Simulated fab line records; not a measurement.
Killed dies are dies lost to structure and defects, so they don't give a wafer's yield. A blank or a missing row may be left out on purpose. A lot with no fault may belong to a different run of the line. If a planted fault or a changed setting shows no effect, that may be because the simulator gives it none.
A struck lot beside a sound one | flow nand-harc | 15 out of 1302 route steps
Sound: these wafers, L604.3, L604.4, L604.6. Wafers struck: L602.2, L602.5, L602.6. The cause is named last.
For every step that has rows: the tool of each side, followed by ch and its chambers, followed by its first start. Under that, the readings that differ: sound wafers | struck wafers | difference of the means | sigmas: that difference in standard deviations of wafers without a fault.
alike: a reading whose means differ by less than 2 such deviations, as well as words and numbers matching on both sides. not compared: withheld readings; readings where some wafer has no value; bounds like >300 that might hide an equal value; numbers whose values overlap and for which the record gives no deviation.
The two part at a step that has a row with sigmas, a row that says differs or no value, or rows on one side only. Numbers that don't overlap but have no deviation are shown without sigmas and don't part them. A reading missing from all wafers of one side parts the sides only when that side holds two or more wafers.

first, 1 step without rows for these wafers: NHARC_A_CONTACT_DESCUM_13 (chemistry O2, time 3 s).
NHARC_A_CONTACT_ETCH_88: etches the open film in CF4, target depth 39 nm, time 65 s.
  sound on rie-diel-03 ch 0,1,3, day 30 12:11; struck on rie-diel-02 ch 0,1,2, day 30 03:22
  alike: drypump-motor-current-A, oes-product-au, rf-fwd-power-W, rf-vpp-V, showerhead-plenum-p-Torr, throttle-valve-pct
  not compared: rf-hours-counter-h
then, 1 step without rows for these wafers: NHARC_A_CONTACT_ETCH_89 (etches the open film in N2/H2, target depth 260 nm, time 475.3 s).
NHARC_A_CONTACT_ETCH_30: etches the open film in CF4/CHF3, target depth 72.6 nm, time 36.3 s.
  sound: rie-diel-03 ch 0,1; struck: rie-diel-02 ch 1,2,3
  reading      | sound             | struck            | difference | sigmas
  rf-vpp-V (V) | 367.2 367.9 367.2 | 374.0 370.0 374.4 | +5.4       | +2
  alike: drypump-motor-current-A, oes-product-au, rf-fwd-power-W, showerhead-plenum-p-Torr, throttle-valve-pct
  not compared: rf-hours-counter-h
then, 1 step without rows for these wafers: NHARC_A_CONTACT_ETCH_31 (etches the open film in O2/COS, target depth 2800 nm, time 728 s).
NHARC_A_CONTACT_ETCH_134: etches the open film in C4F8/O2/Ar, time 140 s, target depth 700 nm.
  sound on har-cap-etch-03 ch 0,1, day 30 13:19; struck on har-cap-etch-03 ch 0,1, day 30 04:27
  not compared: rf-hours-counter-h
then, 4 steps without rows for these wafers: NHARC_A_CONTACT_ETCH_135 (etches the open film in C4F8/O2/Ar, time 311 s, target depth 1912 nm); NHARC_A_CONTACT_ETCH_136 (etches the open film in C4F8/O2/Ar, time 311 s, target depth 1912 nm); NHARC_A_CONTACT_ETCH_137 (etches the open film in C4F8/O2/Ar, time 311 s, target depth 1912 nm); NHARC_A_CONTACT_ETCH_138 (etches the open film in C4F8/O2/Ar, time 311 s, target depth 1914 nm).
NHARC_A_CONTACT_ETCH_139: etches the open film in C4F8/O2/Ar, time 195 s, target depth 840 nm.
  sound on har-cap-etch-03 ch 0,1, day 30 15:04; struck on har-cap-etch-03 ch 0,1, day 30 06:11
  not compared: rf-hours-counter-h
NHARC_A_CONTACT_ETCH_92: etches the open film in CH3F/O2, target depth 40 nm, time 85.7 s.
  sound on rie-diel-10 ch 0,1, day 30 15:36; struck on rie-diel-03 ch 0,1, day 30 06:47
  reading                         | sound             | struck            | difference | sigmas
  oes-product-au (a.u.)           | 0.993 0.994 0.998 | 0.930 0.918 0.936 | -0.067     | -2
  rf-vpp-V (V)                    | 246.5 247.0 246.4 | 242.8 242.0 243.2 | -4.0       | -2
  showerhead-plenum-p-Torr (Torr) | 2.59 2.64 2.64    | 2.34 2.33 2.34    | -0.29      | -3
  alike: ch3f-flow-sccm, drypump-motor-current-A, rf-fwd-power-W, throttle-valve-pct
  not compared: rf-hours-counter-h
NHARC_A_CONTACT_ETCH_98: etches the open film in C4F6/O2, target depth 20 nm, time 10 s.
  sound on rie-diel-10 ch 0,2, day 30 15:44; struck on rie-diel-03 ch 2,3, day 30 06:55
  reading               | sound             | struck            | difference | sigmas
  oes-product-au (a.u.) | 0.992 1.014 0.982 | 0.763 0.761 0.753 | -0.237     | -11
  alike: drypump-motor-current-A, rf-fwd-power-W, rf-vpp-V, showerhead-plenum-p-Torr, throttle-valve-pct
  not compared: rf-hours-counter-h
NHARC_A_CONTACT_CD_MEAS_15:
  sound: cd-sem-01 at day 30 15:49; struck: cd-sem-03 at day 30 07:00
  alike: cd-nm
following that, these wafers have no rows for 1 step: NHARC_END_SORT_01.

## WHERE THEY PART
Earliest at NHARC_A_CONTACT_ETCH_30; latest, in this record, at NHARC_A_CONTACT_ETCH_98. Later steps at which nothing parts them and some readings are alike: NHARC_A_CONTACT_CD_MEAS_15.

WHY: what had been put in by the simulator
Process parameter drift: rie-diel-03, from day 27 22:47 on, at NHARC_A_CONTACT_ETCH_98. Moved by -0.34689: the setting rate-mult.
